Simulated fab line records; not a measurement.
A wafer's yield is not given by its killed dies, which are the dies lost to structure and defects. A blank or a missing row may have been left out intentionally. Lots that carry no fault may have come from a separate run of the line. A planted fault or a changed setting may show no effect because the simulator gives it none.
fab line records -- flow n5_finfet
record lots=7, wafers=39
route steps=1938 shown FIN_SAQP@130 DUMMY_GATE@237 SD_EPI_P@300 HKMG_FIN@403
start_h: start of the lot's first displayed wafer, in hours after the record's first day -- wait_h: hours since the lot's step before -- " unchanged from the row above -- L1.1+2: a single row standing in for several wafers -- - no value, or no start was given -- * or withheld: withheld -- < > ~ a bound
route shown NAME@n: a module of which the file shows steps, and the number in the route of the first -- usual: average and standard deviation across the fault-free wafers -- same: alike in all rows -- chamber/n: place in a boat -- sites: readings site by site -- _std_site: how widely they spread, as a standard deviation -- _edge_site: outer sites' mean less inner sites' -- radius_mm: how far each site lies from the wafer's centre -- mask NAME#n: copy n -- behind: the last tool/chamber to shape the wafer -- hold: the reason the lot was held/the length of the hold in hours/how it ended -- device: the transistor (n, p or np) that didn't switch -- end of line: at the end of the route, the tests of the same wafers -- where a step has no rows: the recipe by itself -- killed: the dies lost at the first sort to structure and to defects; this is not the yield of the wafer -- map: dies across one wafer; x = killed, . = not, _ = none there
set.NAME: the setting as run; set.NAME@STEP: as run at that earlier step -- model.NAME: the simulator's own value behind a step, which no gauge read
one table per step and one row per wafer, for lots whose settings were changed on purpose
## steps
# step N5_FIN_SAQP_ETCH_65
# recipe chemistry=CF4, target=SiO2, target_depth_a=40, ion_energy_ev=350, time_s=4.4, pressure_mtorr=10, icp_w=800, bias_w=400, cf4_flow_sccm=80
lot.wafer,tool,chamber,start_h,wait_h,set.time_s,model.etch.depth_nm
L079.1,rie_si-06,3,54.90,0.1,4.4,4.074
L079.2,rie_si-06,2,54.90,0.1,4.4,3.96
L079.3,rie_si-06,1,54.90,0.1,4.4,3.949
L080.1,rie_si-03,2,59.56,0.1,4.051,3.6
L080.2,rie_si-03,1,59.56,0.1,4.051,3.623
L080.3,rie_si-03,0,59.56,0.1,4.4,4.007
L080.4,rie_si-03,3,59.56,0.1,4.051,3.606
L080.5,rie_si-03,3,59.56,0.1,4.4,3.92
L080.6,rie_si-03,2,59.56,0.1,4.4,3.892
L081.1,rie_si-03,3,66.25,0.1,4.4,3.892
L081.2,rie_si-03,1,66.25,0.1,4.4,3.971
L081.3,rie_si-03,0,66.25,0.1,4.4,4.009
L081.4,rie_si-03,2,66.25,0.1,4.4,3.913
L081.5,rie_si-03,3,66.25,0.1,4.4,3.895
L081.6,rie_si-03,0,66.25,0.1,4.4,3.984
L084.1,rie_si-05,3,84.47,0.1,4.4,4.077
L084.2,rie_si-05,0,84.47,0.1,4.4,4.004
L084.3,rie_si-05,2,84.47,0.1,4.4,4.085
L084.4,rie_si-05,1,84.47,0.1,4.4,4.083
L084.5,rie_si-05,0,84.47,0.1,4.4,4.049
L084.6,rie_si-05,1,84.47,0.1,4.4,4.07
L087.1,rie_si-03,0,103.75,0.1,4.719,4.297
L087.2,rie_si-03,2,103.75,0.1,4.4,3.907
L087.3,rie_si-03,1,103.75,0.1,4.719,4.244
L087.4,rie_si-03,3,103.75,0.1,4.4,3.92
L087.5,rie_si-03,3,103.75,0.1,4.4,3.886
L087.6,rie_si-03,2,103.75,0.1,4.719,4.202
L090.1,rie_si-06,3,120.58,0.1,4.673,4.388
L090.2,rie_si-06,2,120.58,0.1,4.4,3.977
L090.3,rie_si-06,1,120.58,0.1,4.673,4.25
L090.4,rie_si-06,0,120.58,0.1,4.673,4.181
L090.5,rie_si-06,3,120.58,0.1,4.4,4.118
L090.6,rie_si-06,2,120.58,0.1,4.4,3.968
L094.1,rie_si-03,3,144.63,0.1,4.4,3.943
L094.2,rie_si-03,0,144.63,0.1,4.4,3.982
L094.3,rie_si-03,2,144.63,0.1,4.4,3.911
L094.4,rie_si-03,3,144.63,0.1,4.4,3.885
L094.5,rie_si-03,2,144.63,0.1,4.4,3.91
L094.6,rie_si-03,0,144.63,0.1,4.4,4.016
# step N5_DUMMY_GATE_ETCH_37
# recipe chemistry=N2/H2, target=SOC, target_depth_a=600, overetch_a=300, temp_c=40, ion_energy_ev=200, pressure_mtorr=30, source_w=840, bias_w=150, n2_flow_sccm=200, h2_flow_sccm=200
# usual rf_vpp_V=524.5/1.8
lot.wafer,tool,chamber,start_h,wait_h,set.source_w,rf_vpp_V
L079.1,rie_diel-01,3,76.87,0.0,840,527.2
L079.2,rie_diel-01,0,76.87,0.0,840,521.2
L079.3,rie_diel-01,2,76.87,0.0,840,525.0
L080.1,rie_diel-04,2,81.72,0.0,840,527.7
L080.2,rie_diel-04,3,81.72,0.0,840,523.5
L080.3,rie_diel-04,1,81.72,0.0,930.3,506.5
L080.4,rie_diel-04,0,81.72,0.0,930.3,511.1
L080.5,rie_diel-04,0,81.72,0.0,930.3,511.1
L080.6,rie_diel-04,3,81.72,0.0,840,524.9
L081.1,rie_diel-04,3,89.91,0.0,840,523.5
L081.2,rie_diel-04,0,89.91,0.0,840,527.7
L081.3,rie_diel-04,2,89.91,0.0,840,526.2
L081.4,rie_diel-04,1,89.91,0.0,840,524.8
L081.5,rie_diel-04,2,89.91,0.0,840,527.5
L081.6,rie_diel-04,3,89.91,0.0,840,524.9
L084.1,rie_diel-01,3,108.51,0.0,840,524.9
L084.2,rie_diel-01,0,108.51,0.0,966.2,497.8
L084.3,rie_diel-01,2,108.51,0.0,966.2,500.7
L084.4,rie_diel-01,1,108.51,0.0,840,526.4
L084.5,rie_diel-01,2,108.51,0.0,966.2,501.9
L084.6,rie_diel-01,1,108.51,0.0,840,525.2
L087.1,rie_diel-01,1,125.61,0.0,840,524.6
L087.2,rie_diel-01,3,125.61,0.0,940.7,506.7
L087.3,rie_diel-01,0,125.61,0.0,840,520.3
L087.4,rie_diel-01,1,125.61,0.0,940.7,506.4
L087.5,rie_diel-01,0,125.61,0.0,840,521.9
L087.6,rie_diel-01,3,125.61,0.0,940.7,506.2
L090.1,rie_diel-01,1,142.79,0.0,970.9,499.1
L090.2,rie_diel-01,2,142.79,0.0,840,527.1
L090.3,rie_diel-01,0,142.79,0.0,840,521.8
L090.4,rie_diel-01,1,142.79,0.0,970.9,501.5
L090.5,rie_diel-01,0,142.79,0.0,970.9,495.5
L090.6,rie_diel-01,2,142.79,0.0,840,525.2
L094.1,rie_diel-04,1,170.54,0.0,840,523.5
L094.2,rie_diel-04,3,170.54,0.0,922.9,508.2
L094.3,rie_diel-04,0,170.54,0.0,840,528.0
L094.4,rie_diel-04,2,170.54,0.0,922.9,510.3
L094.5,rie_diel-04,1,170.54,0.0,922.9,506.6
L094.6,rie_diel-04,2,170.54,0.0,840,526.3
# step N5_DUMMY_GATE_ETCH_31
# recipe chemistry=C4F6/O2, target=SiO2, mask_material=SOC, target_depth_a=825, time_s=27.5, ion_energy_ev=250, pressure_mtorr=30, source_w=345, bias_w=185, Ar_flow_sccm=300, C4F6_flow_sccm=10, O2_flow_sccm=10
lot.wafer,tool,chamber,start_h,wait_h,set.target_depth_a,model.etch.depth_nm,model.SOC_of_DUMMY_GATE_COAT_34.thk_nm
L079.1,rie_diel-04,3,77.15,0.0,825,80.87,51.8
L079.2,rie_diel-04,1,77.15,0.0,825,82.5,51.2
L079.3,rie_diel-04,2,77.15,0.0,825,83.51,51.4
L080.1,rie_diel-05,2,82.13,0.0,825,82.45,51.6
L080.2,rie_diel-05,1,82.13,0.0,737.7,75.03,52.4
L080.3,rie_diel-05,3,82.13,0.0,825,81.07,52
L080.4,rie_diel-05,0,82.13,0.0,737.7,72.02,52.6
L080.5,rie_diel-05,3,82.13,0.0,737.7,73.34,52.4
L080.6,rie_diel-05,0,82.13,0.0,825,80.31,51.8
L081.1,rie_diel-04,3,90.19,0.0,825,80.88,51.6
L081.2,rie_diel-04,2,90.19,0.0,870.3,87.08,51
L081.3,rie_diel-04,0,90.19,0.0,870.3,86.51,51.2
L081.4,rie_diel-04,1,90.19,0.0,870.3,86.9,51
L081.5,rie_diel-04,0,90.19,0.0,825,81.4,51.8
L081.6,rie_diel-04,1,90.19,0.0,825,82.31,51.4
L084.1,rie_diel-04,0,108.79,0.0,825,81.82,52
L084.2,rie_diel-04,3,108.79,0.0,825,80.96,52
L084.3,rie_diel-04,1,108.79,0.0,825,82.54,51.8
L084.4,rie_diel-04,2,108.79,0.0,825,82.11,52
L084.5,rie_diel-04,3,108.79,0.0,825,81.65,51.8
L084.6,rie_diel-04,2,108.79,0.0,825,82.12,51.8
L087.1,rie_diel-05,1,125.89,0.0,825,82.54,51.4
L087.2,rie_diel-05,2,125.89,0.0,825,81.97,51.6
L087.3,rie_diel-05,0,125.89,0.0,825,80.29,51.6
L087.4,rie_diel-05,3,125.89,0.0,825,81.37,51.6
L087.5,rie_diel-05,3,125.89,0.0,825,82.15,51.4
L087.6,rie_diel-05,2,125.89,0.0,825,82.07,51.6
L090.1,rie_diel-05,0,143.07,0.0,825,80.19,52
L090.2,rie_diel-05,3,143.07,0.0,825,81.45,51.8
L090.3,rie_diel-05,1,143.07,0.0,825,83.3,51.6
L090.4,rie_diel-05,2,143.07,0.0,825,82.37,52
L090.5,rie_diel-05,1,143.07,0.0,825,82.31,52
L090.6,rie_diel-05,0,143.07,0.0,825,80.91,51.8
L094.1,rie_diel-01,2,170.82,0.0,825,81.47,51.8
L094.2,rie_diel-01,3,170.82,0.0,906.3,91.78,50.8
L094.3,rie_diel-01,1,170.82,0.0,906.3,89.12,51.2
L094.4,rie_diel-01,0,170.82,0.0,825,80.34,52.2
L094.5,rie_diel-01,1,170.82,0.0,825,80.97,52.2
L094.6,rie_diel-01,2,170.82,0.0,906.3,90.57,51
# step N5_DUMMY_GATE_ETCH_32
# recipe chemistry=CF4, target=SiO2, target_depth_a=35, time_s=3.9, ion_energy_ev=350, pressure_mtorr=10, icp_w=800, bias_w=400, cf4_flow_sccm=80
lot.wafer,tool,chamber,start_h,wait_h,set.time_s,model.etch.depth_nm
L079.1,rie_si-02,0,77.39,0.1,3.9,3.53
L079.2,rie_si-02,3,77.39,0.1,3.9,3.559
L079.3,rie_si-02,1,77.39,0.1,3.9,3.557
L080.1,rie_si-01,3,82.38,0.1,4.611,4.301
L080.2,rie_si-01,1,82.38,0.1,3.9,3.421
L080.3,rie_si-01,2,82.38,0.1,3.9,3.496
L080.4,rie_si-01,0,82.38,0.1,3.9,3.507
L080.5,rie_si-01,1,82.38,0.1,4.611,4.05
L080.6,rie_si-01,0,82.38,0.1,4.611,4.115
L081.1,rie_si-02,2,90.43,0.1,3.502,3.2
L081.2,rie_si-02,1,90.43,0.1,3.502,3.179
L081.3,rie_si-02,0,90.43,0.1,3.9,3.522
L081.4,rie_si-02,2,90.43,0.1,3.9,3.55
L081.5,rie_si-02,1,90.43,0.1,3.502,3.209
L081.6,rie_si-02,0,90.43,0.1,3.9,3.543
L084.1,rie_si-02,0,109.03,0.1,3.173,2.874
L084.2,rie_si-02,1,109.03,0.1,3.173,2.86
L084.3,rie_si-02,3,109.03,0.1,3.173,2.926
L084.4,rie_si-02,1,109.03,0.1,3.9,3.553
L084.5,rie_si-02,3,109.03,0.1,3.9,3.547
L084.6,rie_si-02,0,109.03,0.1,3.9,3.5
L087.1,rie_si-02,0,126.13,0.1,3.07,2.777
L087.2,rie_si-02,3,126.13,0.1,3.07,2.786
L087.3,rie_si-02,2,126.13,0.1,3.07,2.792
L087.4,rie_si-02,1,126.13,0.1,3.9,3.593
L087.5,rie_si-02,0,126.13,0.1,3.9,3.532
L087.6,rie_si-02,3,126.13,0.1,3.9,3.597
L090.1,rie_si-04,2,143.32,0.1,3.397,3.028
L090.2,rie_si-04,0,143.32,0.1,3.397,3.049
L090.3,rie_si-04,3,143.32,0.1,3.9,3.523
L090.4,rie_si-04,1,143.32,0.1,3.397,3.104
L090.5,rie_si-04,1,143.32,0.1,3.9,3.552
L090.6,rie_si-04,0,143.32,0.1,3.9,3.483
L094.1,rie_si-04,2,171.07,0.1,3.9,3.492
L094.2,rie_si-04,3,171.07,0.1,4.79,4.296
L094.3,rie_si-04,0,171.07,0.1,3.9,3.393
L094.4,rie_si-04,1,171.07,0.1,3.9,3.53
L094.5,rie_si-04,0,171.07,0.1,4.79,4.201
L094.6,rie_si-04,3,171.07,0.1,4.79,4.277
# step N5_SD_EPI_P_EXPOSE_06
# recipe mask_id=SD_P_BLK, na=1.35, source_shape=conventional, sigma_outer=0.8, polarization=unpolarized, target_cd_nm=240, dose_mj=39.5
lot.wafer,tool,chamber,start_h,wait_h,mask,set.dose_mj
L079.1+2+3,arfi_scanner-03,0,83.27,-,SD_P_BLK#0,39.5
L080.1+3+4,arfi_scanner-01,0,88.71,-,SD_P_BLK#0,39.5
L080.2+5+6,arfi_scanner-01,0,88.71,-,SD_P_BLK#0,40.86
L081.1+2+4,arfi_scanner-03,0,96.40,-,SD_P_BLK#0,39.5
L081.3+5+6,arfi_scanner-03,0,96.40,-,SD_P_BLK#0,41.05
L084.1+2+4,arfi_scanner-02,0,114.88,-,SD_P_BLK#0,39.5
L084.3+5+6,arfi_scanner-02,0,114.88,-,SD_P_BLK#0,40.89
L087.1+2+4,arfi_scanner-03,0,131.82,-,SD_P_BLK#0,38.42
L087.3+5+6,arfi_scanner-03,0,131.82,-,SD_P_BLK#0,39.5
L090.1+2+3+4+5+6,arfi_scanner-02,0,149.49,-,SD_P_BLK#0,39.5
L094.1+2+4,arfi_scanner-03,0,177.10,-,SD_P_BLK#0,39.5
L094.3+5+6,arfi_scanner-03,0,177.10,-,SD_P_BLK#0,37.59
# step N5_SD_EPI_P_PEB_07
# recipe peb_temp_c=110, peb_time_s=60, resist=CAR-ArF-block
# step N5_SD_EPI_P_DEVELOP_08
# recipe develop_time_s=30, developer=TMAH, resist=CAR-ArF-block, dev_temp_c=23, rinse_liquid=diw, dry=air_spin
# step N5_SD_EPI_P_CD_MEAS_09
# recipe target_cd_nm=240, landing_energy_ev=500, detector=se_inlens
# usual cd_nm=240.3/0.76
lot.wafer,tool,chamber,start_h,wait_h,set.dose_mj@SD_EPI_P_EXPOSE_06,cd_nm
L079.1,cd_sem-03,0,83.39,-,39.5,240.5
L079.2,cd_sem-03,0,83.39,-,39.5,239.6
L079.3,cd_sem-03,0,83.39,-,39.5,239.1
L080.1,cd_sem-02,0,88.84,-,39.5,239.0
L080.2,cd_sem-02,0,88.84,-,40.86,241.6
L080.3,cd_sem-02,0,88.84,-,39.5,238.8
L080.4,cd_sem-02,0,88.84,-,39.5,239.4
L080.5,cd_sem-02,0,88.84,-,40.86,242.1
L080.6,cd_sem-02,0,88.84,-,40.86,240.5
L081.1,cd_sem-03,0,96.52,-,39.5,240.5
L081.2,cd_sem-03,0,96.52,-,39.5,241.5
L081.3,cd_sem-03,0,96.52,-,41.05,242.6
L081.4,cd_sem-03,0,96.52,-,39.5,241.1
L081.5,cd_sem-03,0,96.52,-,41.05,243.0
L081.6,cd_sem-03,0,96.52,-,41.05,241.1
L084.1,cd_sem-02,0,115.00,-,39.5,240.7
L084.2,cd_sem-02,0,115.00,-,39.5,239.7
L084.3,cd_sem-02,0,115.00,-,40.89,243.1
L084.4,cd_sem-02,0,115.00,-,39.5,238.9
L084.5,cd_sem-02,0,115.00,-,40.89,242.6
L084.6,cd_sem-02,0,115.00,-,40.89,242.9
L087.1,cd_sem-03,0,131.95,-,38.42,238.0
L087.2,cd_sem-03,0,131.95,-,38.42,238.8
L087.3,cd_sem-03,0,131.95,-,39.5,240.9
L087.4,cd_sem-03,0,131.95,-,38.42,239.1
L087.5,cd_sem-03,0,131.95,-,39.5,241.2
L087.6,cd_sem-03,0,131.95,-,39.5,240.9
L090.1,cd_sem-01,0,149.61,-,39.5,240.4
L090.2,cd_sem-01,0,149.61,-,39.5,241.6
L090.3,cd_sem-01,0,149.61,-,39.5,242.1
L090.4,cd_sem-01,0,149.61,-,39.5,240.5
L090.5,cd_sem-01,0,149.61,-,39.5,241.8
L090.6,cd_sem-01,0,149.61,-,39.5,240.9
L094.1,cd_sem-03,0,177.23,-,39.5,239.7
L094.2,cd_sem-03,0,177.23,-,39.5,239.4
L094.3,cd_sem-03,0,177.23,-,37.59,236.2
L094.4,cd_sem-03,0,177.23,-,39.5,239.2
L094.5,cd_sem-03,0,177.23,-,37.59,236.5
L094.6,cd_sem-03,0,177.23,-,37.59,236.6
# step N5_SD_EPI_P_DESCUM_14
# recipe chemistry=O2, time_s=7.9, source_power_w=50, bias_power_w=20, pressure_mtorr=20, rf_frequency_hz=2.712e+07, temp_c=40, resist=CAR-ArF-block, o2_flow_sccm=225
lot.wafer,tool,chamber,start_h,wait_h,set.dose_mj@SD_EPI_P_EXPOSE_06,model.SD_EPI_P.cd_nm
L079.1,rie_diel-01,1,83.52,0.1,39.5,240.4
L079.2+3,rie_diel-01,"0,3",83.52,0.1,39.5,239.4
L080.1,rie_diel-05,0,88.93,0.0,39.5,239.2
L080.2,rie_diel-05,3,88.93,0.0,40.86,241.6
L080.3,rie_diel-05,2,88.93,0.0,39.5,238.6
L080.4,rie_diel-05,1,88.93,0.0,39.5,239.4
L080.5,rie_diel-05,3,88.93,0.0,40.86,242
L080.6,rie_diel-05,2,88.93,0.0,40.86,240.8
L081.1,rie_diel-04,1,96.94,0.4,39.5,240.4
L081.2,rie_diel-04,2,96.94,0.4,39.5,241
L081.3,rie_diel-04,3,96.94,0.4,41.05,242.6
L081.4,rie_diel-04,0,96.94,0.4,39.5,240.8
L081.5,rie_diel-04,3,96.94,0.4,41.05,-
L081.6,rie_diel-04,0,96.94,0.4,41.05,241.6
L084.1,rie_diel-04,0,115.09,0.0,39.5,240.6
L084.2,rie_diel-04,3,115.09,0.0,39.5,240
L084.3,rie_diel-04,2,115.09,0.0,40.89,243.4
L084.4,rie_diel-04,1,115.09,0.0,39.5,239.4
L084.5,rie_diel-04,2,115.09,0.0,40.89,242.4
L084.6,rie_diel-04,1,115.09,0.0,40.89,243
L087.1,rie_diel-05,3,132.36,0.4,38.42,238.2
L087.2,rie_diel-05,1,132.36,0.4,38.42,239
L087.3,rie_diel-05,2,132.36,0.4,39.5,240.8
L087.4,rie_diel-05,0,132.36,0.4,38.42,239.2
L087.5,rie_diel-05,2,132.36,0.4,39.5,241.4
L087.6,rie_diel-05,3,132.36,0.4,39.5,241
L090.1,rie_diel-01,2,150.68,1.0,39.5,240.6
L090.2+5,rie_diel-01,0,150.68,1.0,39.5,241.4
L090.3,rie_diel-01,1,150.68,1.0,39.5,242
L090.4,rie_diel-01,1,150.68,1.0,39.5,240.4
L090.6,rie_diel-01,2,150.68,1.0,39.5,240.8
L094.1,rie_diel-01,0,177.32,0.0,39.5,239.8
L094.2,rie_diel-01,1,177.32,0.0,39.5,239.2
L094.3+5,rie_diel-01,"2,3",177.32,0.0,37.59,236.4
L094.4,rie_diel-01,3,177.32,0.0,39.5,238.8
L094.6,rie_diel-01,0,177.32,0.0,37.59,236.8
# step N5_SD_EPI_P_ETCH_36
# recipe chemistry=CF4, target=SiARC, target_depth_a=455, mask_material=CAR-ArF-block, time_s=75.8, ion_energy_ev=80, pressure_mtorr=40, source_w=545, bias_w=36, Ar_flow_sccm=100, cf4_flow_sccm=100, ends=cleared
lot.wafer,tool,chamber,start_h,wait_h,set.dose_mj@SD_EPI_P_EXPOSE_06,model.SD_EPI_P.cd_nm
L079.1,rie_diel-01,1,83.56,0.0,39.5,240.4
L079.2,rie_diel-01,0,83.56,0.0,39.5,239.6
L079.3,rie_diel-01,3,83.56,0.0,39.5,239.4
L080.1,rie_diel-05,0,88.96,0.0,39.5,239
L080.2,rie_diel-05,3,88.96,0.0,40.86,241.8
L080.3,rie_diel-05,2,88.96,0.0,39.5,238.2
L080.4,rie_diel-05,1,88.96,0.0,39.5,239.4
L080.5,rie_diel-05,3,88.96,0.0,40.86,242
L080.6,rie_diel-05,2,88.96,0.0,40.86,240.4
L081.1,rie_diel-04,1,96.97,0.0,39.5,240
L081.2+4,rie_diel-04,"2,0",96.97,0.0,39.5,241
L081.3,rie_diel-04,3,96.97,0.0,41.05,242.6
L081.5,rie_diel-04,3,96.97,0.0,41.05,243
L081.6,rie_diel-04,0,96.97,0.0,41.05,241.6
L084.1,rie_diel-04,0,115.12,0.0,39.5,240.8
L084.2,rie_diel-04,3,115.12,0.0,39.5,240.2
L084.3,rie_diel-04,2,115.12,0.0,40.89,243
L084.4,rie_diel-04,1,115.12,0.0,39.5,239.2
L084.5,rie_diel-04,2,115.12,0.0,40.89,242.2
L084.6,rie_diel-04,1,115.12,0.0,40.89,242.6
L087.1,rie_diel-05,3,132.39,0.0,38.42,238.2
L087.2,rie_diel-05,1,132.39,0.0,38.42,239
L087.3,rie_diel-05,2,132.39,0.0,39.5,240.6
L087.4,rie_diel-05,0,132.39,0.0,38.42,239.2
L087.5,rie_diel-05,2,132.39,0.0,39.5,241.2
L087.6,rie_diel-05,3,132.39,0.0,39.5,241
L090.1,rie_diel-01,2,150.72,0.0,39.5,240.6
L090.2+5,rie_diel-01,0,150.72,0.0,39.5,241.4
L090.3,rie_diel-01,1,150.72,0.0,39.5,242
L090.4,rie_diel-01,1,150.72,0.0,39.5,240.4
L090.6,rie_diel-01,2,150.72,0.0,39.5,240.8
L094.1,rie_diel-01,0,177.35,0.0,39.5,239.8
L094.2,rie_diel-01,1,177.35,0.0,39.5,239.4
L094.3,rie_diel-01,2,177.35,0.0,37.59,236.2
L094.4,rie_diel-01,3,177.35,0.0,39.5,238.8
L094.5+6,rie_diel-01,"3,0",177.35,0.0,37.59,236.8
# step N5_HKMG_FIN_ETCH_55
# recipe chemistry=N2/H2, target=SOC, target_depth_a=2400, temp_c=40, time_s=300, ion_energy_ev=200, mask_material=SiARC, pressure_mtorr=30, source_w=840, bias_w=150, n2_flow_sccm=200, h2_flow_sccm=200
# usual rf_vpp_V=523.9/3
lot.wafer,tool,chamber,start_h,wait_h,set.bias_w,rf_vpp_V,model.SiARC_of_HKMG_FIN_COAT_42.thk_nm
L079.1,rie_diel-06,3,101.90,0.0,150,517.5,21.2
L079.2,rie_diel-06,0,101.90,0.0,150,524.9,21.4
L079.3,rie_diel-06,2,101.90,0.0,150,523.7,21.4
L080.1,rie_diel-02,1,106.50,0.0,132.9,489.6,23.6
L080.2,rie_diel-02,2,106.50,0.0,150,526.6,21.2
L080.3,rie_diel-02,0,106.50,0.0,150,524.8,21.4
L080.4,rie_diel-02,3,106.50,0.0,132.9,486.9,22.8
L080.5,rie_diel-02,2,106.50,0.0,150,526.2,21.2
L080.6,rie_diel-02,3,106.50,0.0,132.9,487.4,22.8
L081.1,rie_diel-06,2,113.85,0.0,162.4,551.6,20
L081.2,rie_diel-06,0,113.85,0.0,162.4,552.6,19.8
L081.3,rie_diel-06,3,113.85,0.0,150,517.8,21.2
L081.4,rie_diel-06,1,113.85,0.0,150,522.7,21.6
L081.5,rie_diel-06,3,113.85,0.0,150,518.6,21.2
L081.6,rie_diel-06,2,113.85,0.0,162.4,550.6,20
L084.1,rie_diel-06,0,132.61,0.0,167,562.6,19.8
L084.2,rie_diel-06,2,132.61,0.0,150,523.8,21.4
L084.3,rie_diel-06,1,132.61,0.0,167,559.7,20
L084.4,rie_diel-06,3,132.61,0.0,167,554.4,19.6
L084.5,rie_diel-06,2,132.61,0.0,150,523.4,21.6
L084.6,rie_diel-06,3,132.61,0.0,150,519.6,21.4
L087.1,rie_diel-03,2,150.13,0.0,137.6,494.0,22.8
L087.2,rie_diel-03,1,150.13,0.0,150,526.9,21.2
L087.3,rie_diel-03,0,150.13,0.0,150,523.7,21.2
L087.4,rie_diel-03,3,150.13,0.0,137.6,494.5,22.8
L087.5,rie_diel-03,3,150.13,0.0,137.6,490.9,23
L087.6,rie_diel-03,2,150.13,0.0,150,521.7,21.4
L090.1,rie_diel-02,1,168.54,0.0,150,527.1,21.6
L090.2,rie_diel-02,0,168.54,0.0,150,526.0,21.2
L090.3,rie_diel-02,3,168.54,0.0,150,525.9,20
L090.4,rie_diel-02,1,168.54,0.0,177.7,587.7,18.6
L090.5,rie_diel-02,0,168.54,0.0,177.7,585.7,18.2
L090.6,rie_diel-02,3,168.54,0.0,177.7,585.3,17
L094.1,rie_diel-03,1,196.60,0.0,162.9,555.4,19.6
L094.2,rie_diel-03,3,196.60,0.0,150,520.0,21.6
L094.3,rie_diel-03,2,196.60,0.0,162.9,546.4,20
L094.4,rie_diel-03,0,196.60,0.0,150,523.1,21.2
L094.5,rie_diel-03,1,196.60,0.0,162.9,554.8,19.6
L094.6,rie_diel-03,2,196.60,0.0,150,520.6,21.6
## key
split step=N5_FIN_SAQP_ETCH_65, setting=time_s, stated=4.4, by=wafer
response step=N5_FIN_SAQP_ETCH_65, reading=model.etch.depth_nm, change=+0.0433, per=1%, r=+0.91
split step=N5_DUMMY_GATE_ETCH_37, setting=source_w, stated=840, by=wafer
response step=N5_DUMMY_GATE_ETCH_37, reading=rf_vpp_V, change=-1.6, per=1%, r=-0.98
split step=N5_DUMMY_GATE_ETCH_31, setting=target_depth_a, stated=825, by=wafer
response step=N5_DUMMY_GATE_ETCH_31, reading=model.etch.depth_nm, change=+0.861, per=1%, r=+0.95
response step=N5_DUMMY_GATE_ETCH_31, reading=model.SOC_of_DUMMY_GATE_COAT_34.thk_nm, change=-0.0857, per=1%, r=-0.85
split step=N5_DUMMY_GATE_ETCH_32, setting=time_s, stated=3.9, by=wafer
response step=N5_DUMMY_GATE_ETCH_32, reading=model.etch.depth_nm, change=+0.0357, per=1%, r=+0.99
split step=N5_SD_EPI_P_EXPOSE_06, setting=dose_mj, stated=39.5, by=wafer
response step=N5_SD_EPI_P_CD_MEAS_09, reading=cd_nm, change=+0.634, per=1%, r=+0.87
response step=N5_SD_EPI_P_DESCUM_14, reading=model.SD_EPI_P.cd_nm, change=+0.627, per=1%, r=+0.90
response step=N5_SD_EPI_P_ETCH_36, reading=model.SD_EPI_P.cd_nm, change=+0.617, per=1%, r=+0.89
split step=N5_HKMG_FIN_ETCH_55, setting=bias_w, stated=150, by=wafer
response step=N5_HKMG_FIN_ETCH_55, reading=rf_vpp_V, change=+3.38, per=1%, r=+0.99
response step=N5_HKMG_FIN_ETCH_55, reading=model.SiARC_of_HKMG_FIN_COAT_42.thk_nm, change=-0.166, per=1%, r=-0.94
